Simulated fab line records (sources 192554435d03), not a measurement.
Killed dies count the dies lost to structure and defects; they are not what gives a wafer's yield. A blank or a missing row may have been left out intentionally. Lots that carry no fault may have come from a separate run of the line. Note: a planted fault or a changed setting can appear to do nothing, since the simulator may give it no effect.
3 desks looking at one fault    flow n5_finfet    only its own numbers are on each desk; what lay behind them is given at the end

## METROLOGY DESK
Means of the sampled wafers that have a number, per lot and without regard to the tool the lot ran on: this is what the gauges read. A lot is out of limits, marked OUT, if its mean lies more than 4 standard deviations from the usual mean; the brackets give that distance.
Columns: A = thk_nm at N5_ILD0_THK_MEAS_13, usual 17.7 nm; B = SDB_OVL at N5_SDB_OVL_MEAS_12, usual -0.5 nm
lot   first seen here  A                B
L588  day 3 16:21      16.1             -1.1
L589  day 3 23:38      16.9             -1.6
L590  day 4 03:50      18.5             -1.4
L591  day 4 12:10      18.1             0.9
L593  day 4 23:53      18.6             -1.4
L598  day 6 11:20      11.2 (-4.3) OUT  0.1
L603  day 7 12:12      17.1             0.2
L605  day 8 05:19      18.6             -1.4
L606  day 8 07:33      16.6             -1.1
L608  day 8 19:37      17.4             0.2
L610  day 9 06:23      19.3             -0.6
L611  day 9 14:16      16.2             -0.4
This desk's verdict: out of limits on L598, starting with L598 at day 6 11:20 (thk_nm at N5_ILD0_THK_MEAS_13). Within limits: L588, L589, L590, L591, L593, L603, L605, L606, L608, L610, L611.

## THE DEFECT DESK
Counts from the inspections along the route, per lot, as means over the sampled wafers that have a number. A lot is out of limits, marked OUT, if its mean lies more than 4 standard deviations from the usual mean; the brackets give that distance.
Columns: A = raw_defect_count at N5_SDB_INSPECT_13, usual 69
lot   first seen here  A
L588  day 3 16:55      68
L589  day 4 00:04      90
L590  day 4 04:17      105
L591  day 4 12:45      48
L593  day 5 00:28      109
L598  day 6 11:54      126
L603  day 7 12:46      45
L605  day 8 05:45      96
L606  day 8 09:14      48
L608  day 8 20:11      74
L610  day 9 06:50      71
L611  day 9 14:51      74
Result from this desk: across the 12 lots, nothing is out of limits.

## TOOL OWNER'S DESK, ald_sin-04
The tool's own readings at N5_ILD0_ALD_15 (deposits SiNx, target thk 24 nm, pulse time 1 s, ald cycles 480): means of the sampled wafers that have a number, for each lot that ran on this tool. A lot is out of limits, marked OUT, if its mean lies more than 4 standard deviations from the usual mean; the brackets give that distance.
Columns: A = chamber_pressure_Torr at N5_ILD0_ALD_15, usual 2.001 Torr; B = heater_power_w at N5_ILD0_ALD_15, usual 857 W; C = precursor_pulse_height_rel at N5_ILD0_ALD_15, usual 1.000
lot   first seen here  A      B    C
L588  day 3 13:41      2.002  892  1.000
L589  day 3 21:08      1.993  748  0.984
L598  day 6 08:50      2.001  784  0.998
Result from this desk: across the 3 lots, nothing is out of limits.

## PUT TOGETHER
L598 would have let the metrology desk raise an alarm at day 6 11:20.
Nothing the defect desk looked at was out of limits.
The desk of the tool owner found nothing out of limits.
The defect desk has L598 on record, within its limits.
On record at the tool owner's desk: L598, within its limits.
All the named lots went through N5_ILD0_ALD_15 on ald_sin-04.

## WHAT THE SIMULATOR PUT IN
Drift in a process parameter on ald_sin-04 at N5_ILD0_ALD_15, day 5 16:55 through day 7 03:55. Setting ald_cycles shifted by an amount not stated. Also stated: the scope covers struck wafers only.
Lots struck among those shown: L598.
Hours from the fault's start to each desk's first reading out of limits: the metrology desk, 18.
